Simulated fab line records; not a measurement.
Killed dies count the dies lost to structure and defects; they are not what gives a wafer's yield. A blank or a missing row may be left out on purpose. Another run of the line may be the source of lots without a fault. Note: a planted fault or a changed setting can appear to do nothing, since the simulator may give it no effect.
Split-lot trial | flow n5 finfet | on a route of 1938 steps: 7 lots, 21 wafers read

## SPLIT DETAILS
At N5_BEOL_M8_TRENCH_ETCH_37 (etches SiCOH lowk in C4F6/O2, target depth 93.478 nm, time 31.2 s), the setting bias w was moved away from the recipe's 185 W on 8 of the 21 wafers read, by -12.1% to +9.7%. For the rest of the wafers, this setting stayed at what the recipe calls for.

## FROM THE SPLIT TO THE READING: what the file shows between them, 10 steps
- N5_BEOL_M8_ETCH_41: etches SiCN in CH3F/O2, target depth 31.9 nm, time 57.8 s
- N5_BEOL_M8_STRIP_80: strips in N2/H2, time 10 s
- N5_BEOL_M8_OCD_MEAS_38
- N5_BEOL_M8_HM_STRIP_39: strips TiN in peroxide tin strip, target depth 25 nm, time 158 s
- N5_BEOL_M8_SRD_40: time 30 s
- N5_BEOL_M8_ECD_50: material Cu, target thk 300 nm
- N5_BEOL_M8_ANNEAL_51: time 90 s
- N5_BEOL_M8_CMP_52: polishes, stops on SiCOH lowk, t overpolish 6.9 s, target thk 80 nm
- N5_BEOL_M8_PRE_CLEAN_55: time 15 s
- N5_BEOL_M8_DEP_56: deposits SiCN from 3MS/NH3, target thk 10 nm, time 17.5 s

## THE READING
M8_RS (ohm/sq), read at N5_BEOL_M8_RS_MEAS_57 with a four-point probe. A value of 0.285 ohm/sq with a standard deviation of 0.008 ohm/sq is what fault-free wafers of this fab line usually give.

wafer  | tool, chamber at the split | bias w as run, W | against the recipe | M8_RS, ohm/sq | against lot-mates on the recipe
L075.1 | rie diel-06, 0             | 185              | recipe             | 0.284         | -
L075.3 | rie diel-06, 2             | 185              | recipe             | 0.286         | -
L075.6 | rie diel-06, 1             | 185              | recipe             | 0.283         | -
L076.4 | rie diel-05, 1             | 185              | recipe             | 0.289         | -
L076.5 | rie diel-05, 2             | 198.8            | +7.5%              | 0.278         | -0.013
L076.6 | rie diel-05, 3             | 185              | recipe             | 0.293         | -
L084.1 | rie diel-04, 0             | 176.3            | -4.7%              | 0.276         | +0.007
L084.2 | rie diel-04, 1             | 176.3            | -4.7%              | 0.280         | +0.011
L084.3 | rie diel-04, 3             | 185              | recipe             | 0.269         | -
L087.1 | rie diel-04, 0             | 202.9            | +9.7%              | 0.267         | -0.020
L087.2 | rie diel-04, 1             | 185              | recipe             | 0.287         | -
L087.6 | rie diel-04, 3             | 202.9            | +9.7%              | 0.272         | -0.015
L090.1 | rie diel-05, 3             | 162.7            | -12.1%             | 0.301         | +0.015
L090.3 | rie diel-05, 0             | 162.7            | -12.1%             | 0.305         | +0.019
L090.6 | rie diel-05, 0             | 185              | recipe             | 0.286         | -
L092.2 | rie diel-04, 3             | 185              | recipe             | 0.281         | -
L092.3 | rie diel-04, 2             | 185              | recipe             | 0.284         | -
L092.6 | rie diel-04, 3             | 200.1            | +8.2%              | 0.264         | -0.018
L097.1 | rie diel-06, 0             | 185              | recipe             | 0.285         | -
L097.5 | rie diel-06, 2             | 185              | recipe             | 0.287         | -
L097.6 | rie diel-06, 1             | 185              | recipe             | 0.286         | -

THE FIT
A straight line over all 21 wafers: M8_RS changes by -0.00138 ohm/sq for each +1% of bias w; r = -0.78; the points scatter about the line by 0.0065 ohm/sq.
The same after taking each lot's own level away (the mean of its wafers on the recipe; 21 wafers): -0.00168 ohm/sq for each +1%; r = -0.98; scatter 0.0022 ohm/sq.
That fit puts the effect of the largest move of bias w on the reading at 0.02 ohm/sq.
From 0.2690 to 0.2910 ohm/sq: that is the span of the lots' own levels, equal to 2.7 times the standard deviation above.
So the lot-to-lot level blurs the effect unless lot-mates are compared.
Check: with one of the wafers moved furthest among these (-12.1%) left out of the fit, the line predicts +0.0214 ohm/sq for it against its lot-mates. It came out at +0.015 ohm/sq against them.
Tool readings at the split's step, against how far the setting was moved: rf vpp V r = +0.94.

## THE OTHER SPLITS THESE WAFERS WENT THROUGH
Other splits were also applied to these wafers ahead of the reading. Each is held against what the fit with the lots' levels taken away leaves over:
other split on the same wafers | wafers away from the commonest value | r with M8_RS (lot level and that fit taken away)
N5_BEOL_M7_ETCH_62 source w    | 12                                   | +0.16
N5_BEOL_M7_COAT_71 spin rpm    | 5                                    | +0.01
N5_BEOL_M8_VIA_ETCH_34 bias w  | 10                                   | +0.18

## THE WHOLE CHAIN: every reading that the file lists as answering this split, in the file's order
step                      | what it does                                                        | reading                                                                      | change (the file's fit)               | r (the file's)
N5_BEOL_M8_TRENCH_ETCH_37 | etches SiCOH lowk in C4F6/O2, target depth 93.478 nm, time 31.2 s   | rf vpp V                                                                     | +6.68 V for each +1% of the setting   | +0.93
N5_BEOL_M8_TRENCH_ETCH_37 | etches SiCOH lowk in C4F6/O2, target depth 93.478 nm, time 31.2 s   | etch.depth nm (the simulator's own value, which no gauge read)               | +0.361 nm for each +1% of the setting | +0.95
N5_BEOL_M8_TRENCH_ETCH_37 | etches SiCOH lowk in C4F6/O2, target depth 93.478 nm, time 31.2 s   | BEOL_M8.feature depth nm (the simulator's own value, which no gauge read)    | +0.363 nm for each +1% of the setting | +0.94
N5_BEOL_M8_OCD_MEAS_38    |                                                                     | trench depth nm                                                              | +0.379 nm for each +1% of the setting | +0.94
N5_BEOL_M8_CMP_52         | polishes, stops on SiCOH lowk, t overpolish 6.9 s, target thk 80 nm | Cu_of_BEOL_M8_ECD_50.thk nm (the simulator's own value, which no gauge read) | +0.427 nm for each +1% of the setting | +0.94
N5_BEOL_M8_RS_MEAS_57     | measures by four-point-probe                                        | M8_RS                                                                        | -0.00175 for each +1% of the setting  | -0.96

## FILE'S OWN FIT
M8_RS changes by -0.00175 ohm/sq for each +1% of bias w, r = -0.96.
